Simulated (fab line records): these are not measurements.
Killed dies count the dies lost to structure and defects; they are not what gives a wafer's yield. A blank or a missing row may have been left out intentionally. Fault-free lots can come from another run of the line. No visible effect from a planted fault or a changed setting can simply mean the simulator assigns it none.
Problem report, 8D (eight disciplines) form, completed by code | flow nandHarc | the parts of the form that need people (team, actions taken, sign-off) are left out

== 1. PROBLEM STATEMENT ==
A mean of 0.920 a.u. is read at NHARC_A_CHANNEL_FILL_D2_ETCHBACK_19 for oesProductAu, taken on 1 wafer of 1 lot, against 1.002 a.u. (standard deviation 0.012) on wafers free of any fault. Relative to the usual mean, that is a shift of -6.8 standard deviations.
The step: etches the open film in HBr/Cl2, target depth 5 nm, time 1.7 s.
First observed at day 19 18:07: wafer L868.5, on rieSi-01. Wafers with a number at this step in the record: 39, from 13 lots. Rule for "out", or "out of limits": more than 4 standard deviations from the usual mean. All remaining wafers that have a number are taken as sound.

== 2. WHAT IT IS AND WHAT IT IS NOT ==
question                    | is                | is not
which readings at this step | oesProductAu      | biasW, drypumpMotorCurrentA, heBacksideLeakSccm, throttleValvePct
which lots                  | L868              | L858, L859, L860, L861, L862, L863, L864, L866, L873, L876, L878, L879
which wafers of those lots  | L868.5            | L868.4, L868.6
read on which tools         | rieSi-01          | rieSi-02, rieSi-03
when                        | from day 19 18:07 | up to then (26 sound wafers); but 12 sound wafers of L873, L876, L878, L879 came after

== 3. SUSPECTS, AND WHAT RULES EACH OUT ==
Counting: if a tool at a process step up to the reading ran every lot that is out, it stays a suspect. Sound lots after the first of them don't rule it out here, since some wafers of a struck lot are sound.
- aldSinBatch-02 at NHARC_A_CHANNEL_FILL_D2_ALD_03 (deposits SiNx, target thk 6 nm, pulse time 60 s, ald cycles 58): kept. It processed L868, the lot that is out, at day 19 18:07, and its most recent sound lot before then was L866 at day 19 01:05. With no start given for some of its lots, NHARC_A_CHANNEL_FILL_D2_ALD_03 uses the hours and lot order of NHARC_A_CHANNEL_FILL_D2_ETCHBACK_19.
- aldSinBatch-03 at NHARC_A_CHANNEL_FILL_D2_ALD_15 (deposits SiNx, target thk 2 nm, pulse time 60 s, ald cycles 19): kept. It processed L868, the lot that is out, at day 19 18:07, and its most recent sound lot before then was L864 at day 18 10:07. With no start given for some of its lots, NHARC_A_CHANNEL_FILL_D2_ALD_15 uses the hours and lot order of NHARC_A_CHANNEL_FILL_D2_ETCHBACK_19.
- rieSi-01 at NHARC_A_CHANNEL_FILL_D2_ETCHBACK_19 (etches the open film in HBr/Cl2, target depth 5 nm, time 1.7 s): kept. It processed L868, the lot that is out, at day 19 18:07, and its most recent sound lot before then was L864 at day 18 10:07. Out on those wafers are its own readings of oesProductAu.
- At NHARC_A_CHANNEL_FILL_D2_ETCHBACK_19, inside rieSi-01: chamber 2 took the wafers that are out, while their sound lot-mates went through chambers 0, 1.
After the count, these remain: aldSinBatch-02 at NHARC_A_CHANNEL_FILL_D2_ALD_03, aldSinBatch-03 at NHARC_A_CHANNEL_FILL_D2_ALD_15 and rieSi-01 at NHARC_A_CHANNEL_FILL_D2_ETCHBACK_19.

== 4. THE CAUSE (what the simulator had put in) ==
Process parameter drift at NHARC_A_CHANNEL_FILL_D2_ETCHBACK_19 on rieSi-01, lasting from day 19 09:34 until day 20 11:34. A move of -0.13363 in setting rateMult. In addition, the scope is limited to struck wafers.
Counting leaves 3 suspects; this tool is one of them.

== 5. SEQUENCE OF EFFECTS, ordered by route ==
Rows list readings where the struck wafers' mean (over those with a number) sits beyond 3 standard deviations from the usual. Scope: only readings with a usual standard deviation given in the record; hours: median across lots of the time from each lot's start at the first step in this table that gives one to its start at this step; sigmas: change in usual standard deviations.
hours | step                                | reading      | usual      | on struck wafers | change | sigmas
0     | NHARC_A_CHANNEL_FILL_D2_ETCHBACK_19 | oesProductAu | 1.002 a.u. | 0.920            | -0.082 | -6.8
Process steps it contains:
- NHARC_A_CHANNEL_FILL_D2_ETCHBACK_19: etches the open film in HBr/Cl2, target depth 5 nm, time 1.7 s.

== 6. WHAT WOULD HAVE CAUGHT IT SOONER ==
First out-of-limits reading in this record: day 19 18:07, which is 9 hours after fault onset at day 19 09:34.
